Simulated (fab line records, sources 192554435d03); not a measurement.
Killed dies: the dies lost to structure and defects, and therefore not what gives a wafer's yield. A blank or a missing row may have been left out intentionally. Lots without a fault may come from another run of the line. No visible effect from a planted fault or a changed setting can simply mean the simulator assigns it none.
Matching of chambers    flow n5 finfet    N5_BEOL_M11_CURE_71 on uv cure-01 has 3 sister chambers
The step cures SiCOH lowk, time 240 s. 27 wafers are shown with their chamber, then 12 later ones without.

WAFERS, EACH WITH ITS CHAMBER
wafer   chamber  wafer_temp_C_max  lamp power pct (%)
L076.1  0        386.8             52.22
L076.2  0        386.7             52.35
L076.3  0        386.6             52.29
L076.4  0        386.7             52.38
L076.5  0        386.3             52.33
L076.6  0        386.3             52.16
L080.3  0        386.3             52.37
L080.5  0        386.3             52.34
L080.6  0        387.1             52.22
L081.1  2        387.7             52.30
L081.3  2        386.7             52.33
L081.6  2        386.9             52.27
L081.2  2        387.4             52.32
L081.4  2        386.5             52.42
L081.5  2        387.9             52.40
L082.1  2        387.4             52.36
L082.4  2        387.4             52.27
L082.5  2        387.1             52.28
L085.1  1        386.5             52.25
L085.3  1        386.9             52.34
L085.6  1        386.8             52.20
L085.2  1        386.7             52.31
L085.4  1        386.1             52.32
L085.5  1        386.4             52.31
L088.1  2        387.4             52.31
L088.2  2        386.8             52.29
L088.6  2        387.5             52.27

SIGNATURES (averages over the wafers above)
reading           chamber 0  chamber 1  chamber 2  scatter within a chamber
wafer_temp_C_max  386.567    386.567    387.225    0.358
lamp power pct    52.2956    52.2883    52.3183    0.0616
Rule: distance of a wafer from a chamber = root of the sum over the readings of ((wafer's reading minus chamber's mean) / reading's scatter) squared. The wafer belongs to the nearest chamber; if the next one is less than 2 further off, it can't be placed. The scatter: the root of (the sum of the squares of (reading less its chamber's mean) over the shown wafers, divided by (wafers less chambers)).

WAFERS WITH NO CHAMBER GIVEN
wafer   wafer_temp_C_max  lamp power pct (%)
L087.1  386.6             52.17
L087.2  387.9             52.36
L087.5  386.6             52.31
L094.3  386.2             52.37
L094.4  385.2             52.41
L094.5  386.1             52.31
L096.1  387.5             52.35
L096.5  387.0             52.46
L096.6  387.7             52.30
L096.2  387.3             52.26
L096.3  387.2             52.32
L096.4  387.2             52.26

WHICH CHAMBER EACH WENT THROUGH
wafer   from the rows above           in truth
L087.1  can't be placed: 1 or 0 or 2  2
L087.2  can't be placed: 2 or 0 or 1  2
L087.5  can't be placed: 0 or 1 or 2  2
L094.3  can't be placed: 0 or 1 or 2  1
L094.4  can't be placed: 0 or 1 or 2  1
L094.5  can't be placed: 0 or 1 or 2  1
L096.1  can't be placed: 2 or 0 or 1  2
L096.5  can't be placed: 2 or 0 or 1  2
L096.6  can't be placed: 2 or 0 or 1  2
L096.2  can't be placed: 2 or 1 or 0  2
L096.3  can't be placed: 2 or 0 or 1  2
L096.4  can't be placed: 2 or 1 or 0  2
Correct placement for 0 of the 12. These rows do not allow placing 12 (true chamber among the candidates in 12). Wrongly placed: 0.
